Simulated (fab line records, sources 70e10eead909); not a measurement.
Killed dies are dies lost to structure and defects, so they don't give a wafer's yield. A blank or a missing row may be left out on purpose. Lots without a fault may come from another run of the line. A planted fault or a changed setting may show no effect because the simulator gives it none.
A struck lot beside a sound one | flow nand_harc | 42 steps out of a route of 1159
Sound: wafers L942.4, L942.5, L942.6. Struck: wafers L950.2, L950.4, L950.6. The cause comes at the end.
At each step with rows: each side's tool, then ch and its chambers, then its first start. Under that, the readings that differ: sound wafers | struck wafers | difference of the means | sigmas: that difference in standard deviations of wafers without a fault.
alike: readings whose means differ by less than 2 such deviations, and words and numbers that are the same on both sides. not compared: withheld readings, readings that some wafer has no value for, bounds like >300 that may hide the same value, and numbers for which the record gives no deviation and whose values overlap.
The two part at a step that has a row with sigmas, a row that says differs or no value, or rows on one side only. Numbers that don't overlap but have no deviation are shown without sigmas and don't part them. A reading that every wafer of one side lacks parts them only if that side has two wafers or more.

NHARC_P_GATE_STRIP_101: strips in O2, time 20 s.
  sound on rie_diel-07 ch 0,1,3, day 7 15:41; struck on rie_diel-01 ch 1,2, day 9 07:16
  alike: drypump_motor_current_A, oes_product_au, rf_vpp_V, showerhead_plenum_p_Torr, throttle_valve_pct
  not compared: rf_hours_counter_h
then, 11 steps without rows for these wafers: NHARC_P_GATE_PRECLEAN_97 (cleans in SPM, time 600 s); NHARC_P_GATE_SRD_98; NHARC_P_GATE_PRECLEAN_99 (cleans in SC1); NHARC_P_GATE_SRD_100; NHARC_P_GATE_DEHYDRATE_38 (time 120 s); NHARC_P_GATE_HMDS_39 (time 30 s); NHARC_P_GATE_COAT_40; NHARC_P_GATE_SOFTBAKE_41 (time 95 s); NHARC_P_GATE_EBR_42; NHARC_P_GATE_EXPOSE_43 (exposes mask P NSD, target cd 720 nm); NHARC_P_GATE_PEB_44 (peb time 85 s).
NHARC_P_GATE_DEVELOP_45: time 70 s.
  sound on litho_track-02 ch 0, day 7 16:00; struck on litho_track-03 ch 0, day 9 08:00
  reading                | sound             | struck            | difference | sigmas
  chill_plate_temp_C (C) | 22.90 23.08 22.86 | 23.13 23.25 23.27 | +0.27      | +3
then, 1 step without rows for these wafers: NHARC_P_GATE_HARDBAKE_47 (time 80 s).
NHARC_P_GATE_DESCUM_48: chemistry O2, time 3 s.
  sound on rie_diel-07 ch 0,1,3, day 7 16:47; struck on rie_diel-13 ch 1,2, day 9 08:21
  reading                 | sound             | struck          | difference | sigmas
  model.P_GATE.cd_nm (nm) | 719.2 717.9 718.3 | 120.2 121.1 117 | -599.0     |
  alike: drypump_motor_current_A, oes_product_au, rf_vpp_V, showerhead_plenum_p_Torr, throttle_valve_pct
  not compared: rf_hours_counter_h
then, 1 step without rows for these wafers: NHARC_P_GATE_IMPLANT_49.
NHARC_P_GATE_STRIP_111: strips in N2/H2, time 250 s.
  sound on plasma_asher-01 ch 0,1, day 7 17:16; struck on plasma_asher-01 ch 0, day 9 08:46
  alike: drypump_motor_current_A, heater_power_w
  not compared: rf_hours_counter_h
NHARC_P_GATE_STRIP_75: strips in O2.
  sound on plasma_asher-01 ch 0,1, day 7 17:28; struck on plasma_asher-01 ch 0, day 9 09:02
  alike: drypump_motor_current_A, heater_power_w
  not compared: rf_hours_counter_h
then, 12 steps without rows for these wafers: NHARC_P_GATE_STRIP_50 (strips in SPM, time 900 s); NHARC_P_GATE_DEHYDRATE_51 (time 120 s); NHARC_P_GATE_HMDS_52 (time 30 s); NHARC_P_GATE_COAT_53; NHARC_P_GATE_SOFTBAKE_54 (time 95 s); NHARC_P_GATE_EBR_55; NHARC_P_GATE_EXPOSE_56 (exposes mask P PSD, target cd 720 nm); NHARC_P_GATE_PEB_57 (peb time 85 s); NHARC_P_GATE_DEVELOP_58 (time 70 s); NHARC_P_GATE_HARDBAKE_60 (time 80 s); NHARC_P_GATE_DESCUM_61 (chemistry O2, time 3 s); NHARC_P_GATE_IMPLANT_62.
NHARC_P_GATE_STRIP_112: strips in N2/H2, time 200 s.
  sound on plasma_asher-01 ch 0,1, day 7 19:01; struck on plasma_asher-02 ch 0,1, day 9 10:26
  alike: drypump_motor_current_A, heater_power_w
  not compared: rf_hours_counter_h
NHARC_P_GATE_STRIP_76: strips in O2.
  sound on plasma_asher-01 ch 0,1, day 7 19:11; struck on plasma_asher-02 ch 0,1, day 9 10:40
  alike: drypump_motor_current_A, heater_power_w
  not compared: rf_hours_counter_h
then, 8 steps without rows for these wafers: NHARC_P_GATE_STRIP_63 (strips in SPM, time 900 s); NHARC_P_GATE_DEHYDRATE_83 (time 120 s); NHARC_P_GATE_HMDS_84 (time 30 s); NHARC_P_GATE_COAT_85; NHARC_P_GATE_SOFTBAKE_86 (time 95 s); NHARC_P_GATE_EBR_87; NHARC_P_GATE_EXPOSE_88 (exposes mask P HVN, target cd 2000 nm); NHARC_P_GATE_PEB_89 (peb time 85 s).
NHARC_P_GATE_DESCUM_93: chemistry O2, time 3 s.
  sound on rie_diel-01 ch 0,2,3, day 7 20:08; struck on rie_diel-07 ch 0,2,3, day 9 11:44
  reading                 | sound          | struck          | difference | sigmas
  model.P_GATE.cd_nm (nm) | 2000 2000 1999 | 120.2 121.1 117 | -1880.2    |
  alike: drypump_motor_current_A, oes_product_au, rf_vpp_V, showerhead_plenum_p_Torr, throttle_valve_pct
  not compared: rf_hours_counter_h
NHARC_END_SORT_01:
  the record has rows for the sound wafers here (prober-01 ch 0, day 21 23:59) and none for the struck ones

WHERE THEY PART
First at NHARC_P_GATE_DEVELOP_45; last, within this record, at NHARC_END_SORT_01.

WHY: what the simulator had put in
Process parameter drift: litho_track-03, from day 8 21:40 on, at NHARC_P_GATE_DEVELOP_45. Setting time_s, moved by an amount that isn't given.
